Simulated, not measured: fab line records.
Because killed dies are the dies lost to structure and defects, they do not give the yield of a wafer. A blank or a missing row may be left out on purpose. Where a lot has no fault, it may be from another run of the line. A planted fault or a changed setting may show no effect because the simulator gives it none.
Matching of chambers :: flow n5 finfet :: rie si-04 running N5_FIN_SAQP_MANDREL_ETCH_22: 4 sister chambers
The step etches a-Si in HBr/Cl2, stops on SiNx, target depth 60 nm, bt time 10 s, time 30 s. 27 wafers are shown with their chamber, then 12 later ones without.

## WAFERS PAIRED WITH THEIR CHAMBERS
wafer: L080.3
chamber: 0
throttle valve pct (%): 35.19
drypump motor current A (A): 5.8
oes product au (a.u.): 0.766

wafer: L080.4
chamber: 3
throttle valve pct (%): 35.50
drypump motor current A (A): 5.5
oes product au (a.u.): 0.777

wafer: L080.6
chamber: 3
throttle valve pct (%): 35.52
drypump motor current A (A): 5.5
oes product au (a.u.): 0.771

wafer: L082.1
chamber: 0
throttle valve pct (%): 35.23
drypump motor current A (A): 5.8
oes product au (a.u.): 0.758

wafer: L082.2
chamber: 1
throttle valve pct (%): 35.72
drypump motor current A (A): 4.8
oes product au (a.u.): 0.752

wafer: L082.3
chamber: 2
throttle valve pct (%): 34.83
drypump motor current A (A): 4.8
oes product au (a.u.): 0.742

wafer: L082.4
chamber: 3
throttle valve pct (%): 35.50
drypump motor current A (A): 5.5
oes product au (a.u.): 0.765

wafer: L082.5
chamber: 1
throttle valve pct (%): 35.70
drypump motor current A (A): 4.8
oes product au (a.u.): 0.752

wafer: L082.6
chamber: 0
throttle valve pct (%): 35.18
drypump motor current A (A): 5.8
oes product au (a.u.): 0.784

wafer: L083.2
chamber: 2
throttle valve pct (%): 34.84
drypump motor current A (A): 4.7
oes product au (a.u.): 0.743

wafer: L083.5
chamber: 0
throttle valve pct (%): 35.18
drypump motor current A (A): 5.8
oes product au (a.u.): 0.775

wafer: L083.6
chamber: 3
throttle valve pct (%): 35.50
drypump motor current A (A): 5.5
oes product au (a.u.): 0.776

wafer: L084.1
chamber: 2
throttle valve pct (%): 34.84
drypump motor current A (A): 4.8
oes product au (a.u.): 0.736

wafer: L084.3
chamber: 3
throttle valve pct (%): 35.55
drypump motor current A (A): 5.5
oes product au (a.u.): 0.759

wafer: L084.5
chamber: 0
throttle valve pct (%): 35.18
drypump motor current A (A): 5.8
oes product au (a.u.): 0.775

wafer: L085.1
chamber: 2
throttle valve pct (%): 34.85
drypump motor current A (A): 4.8
oes product au (a.u.): 0.743

wafer: L085.3
chamber: 1
throttle valve pct (%): 35.71
drypump motor current A (A): 4.9
oes product au (a.u.): 0.742

wafer: L085.4
chamber: 3
throttle valve pct (%): 35.53
drypump motor current A (A): 5.5
oes product au (a.u.): 0.758

wafer: L086.2
chamber: 2
throttle valve pct (%): 34.86
drypump motor current A (A): 4.8
oes product au (a.u.): 0.735

wafer: L086.4
chamber: 3
throttle valve pct (%): 35.51
drypump motor current A (A): 5.5
oes product au (a.u.): 0.774

wafer: L086.5
chamber: 2
throttle valve pct (%): 34.85
drypump motor current A (A): 4.8
oes product au (a.u.): 0.743

wafer: L087.1
chamber: 3
throttle valve pct (%): 35.53
drypump motor current A (A): 5.5
oes product au (a.u.): 0.756

wafer: L087.4
chamber: 1
throttle valve pct (%): 35.71
drypump motor current A (A): 4.8
oes product au (a.u.): 0.747

wafer: L087.5
chamber: 0
throttle valve pct (%): 35.19
drypump motor current A (A): 5.8
oes product au (a.u.): 0.766

wafer: L089.1
chamber: 1
throttle valve pct (%): 35.69
drypump motor current A (A): 4.8
oes product au (a.u.): 0.749

wafer: L089.4
chamber: 2
throttle valve pct (%): 34.85
drypump motor current A (A): 4.8
oes product au (a.u.): 0.737

wafer: L089.6
chamber: 0
throttle valve pct (%): 35.18
drypump motor current A (A): 5.8
oes product au (a.u.): 0.769

SIGNATURES (averages over the wafers above)
reading: throttle valve pct
chamber 0: 35.1900
chamber 1: 35.7060
chamber 2: 34.8457
chamber 3: 35.5175
scatter within a chamber: 0.0154

reading: drypump motor current A
chamber 0: 5.800
chamber 1: 4.820
chamber 2: 4.786
chamber 3: 5.500
scatter within a chamber: 0.0268

reading: oes product au
chamber 0: 0.77043
chamber 1: 0.74840
chamber 2: 0.73986
chamber 3: 0.76700
scatter within a chamber: 0.00688
Rule: a wafer's distance from a chamber is the root of the sum, over the readings, of the square of ((its reading less the chamber's mean) divided by the reading's scatter). The wafer belongs to the nearest chamber; if the next one is less than 2 further off, it can't be placed. The scatter: take each reading less its chamber's mean, square it, sum over the shown wafers, divide by the number of wafers less the number of chambers, and take the root.

## WAFERS WHOSE CHAMBER IS MISSING
wafer: L092.4
throttle valve pct (%): 35.18
drypump motor current A (A): 5.8
oes product au (a.u.): 0.783

wafer: L092.5
throttle valve pct (%): 35.69
drypump motor current A (A): 4.8
oes product au (a.u.): 0.753

wafer: L092.6
throttle valve pct (%): 35.48
drypump motor current A (A): 5.5
oes product au (a.u.): 0.778

wafer: L096.3
throttle valve pct (%): 35.71
drypump motor current A (A): 4.8
oes product au (a.u.): 0.750

wafer: L096.4
throttle valve pct (%): 34.85
drypump motor current A (A): 4.8
oes product au (a.u.): 0.738

wafer: L096.6
throttle valve pct (%): 35.51
drypump motor current A (A): 5.5
oes product au (a.u.): 0.765

wafer: L097.1
throttle valve pct (%): 35.19
drypump motor current A (A): 5.8
oes product au (a.u.): 0.771

wafer: L097.2
throttle valve pct (%): 35.71
drypump motor current A (A): 4.8
oes product au (a.u.): 0.745

wafer: L097.3
throttle valve pct (%): 35.51
drypump motor current A (A): 5.5
oes product au (a.u.): 0.765

wafer: L097.4
throttle valve pct (%): 34.85
drypump motor current A (A): 4.8
oes product au (a.u.): 0.745

wafer: L097.5
throttle valve pct (%): 35.52
drypump motor current A (A): 5.5
oes product au (a.u.): 0.768

wafer: L097.6
throttle valve pct (%): 35.21
drypump motor current A (A): 5.8
oes product au (a.u.): 0.766

## EACH ONE'S CHAMBER
wafer: L092.4
from the rows above: 0
in truth: 0

wafer: L092.5
from the rows above: 1
in truth: 1

wafer: L092.6
from the rows above: 3
in truth: 3

wafer: L096.3
from the rows above: 1
in truth: 1

wafer: L096.4
from the rows above: 2
in truth: 2

wafer: L096.6
from the rows above: 3
in truth: 3

wafer: L097.1
from the rows above: 0
in truth: 0

wafer: L097.2
from the rows above: 1
in truth: 1

wafer: L097.3
from the rows above: 3
in truth: 3

wafer: L097.4
from the rows above: 2
in truth: 2

wafer: L097.5
from the rows above: 3
in truth: 3

wafer: L097.6
from the rows above: 0
in truth: 0
Correct placement for 12 of the 12. Number that these rows cannot place: 0. 0 placed wrongly.
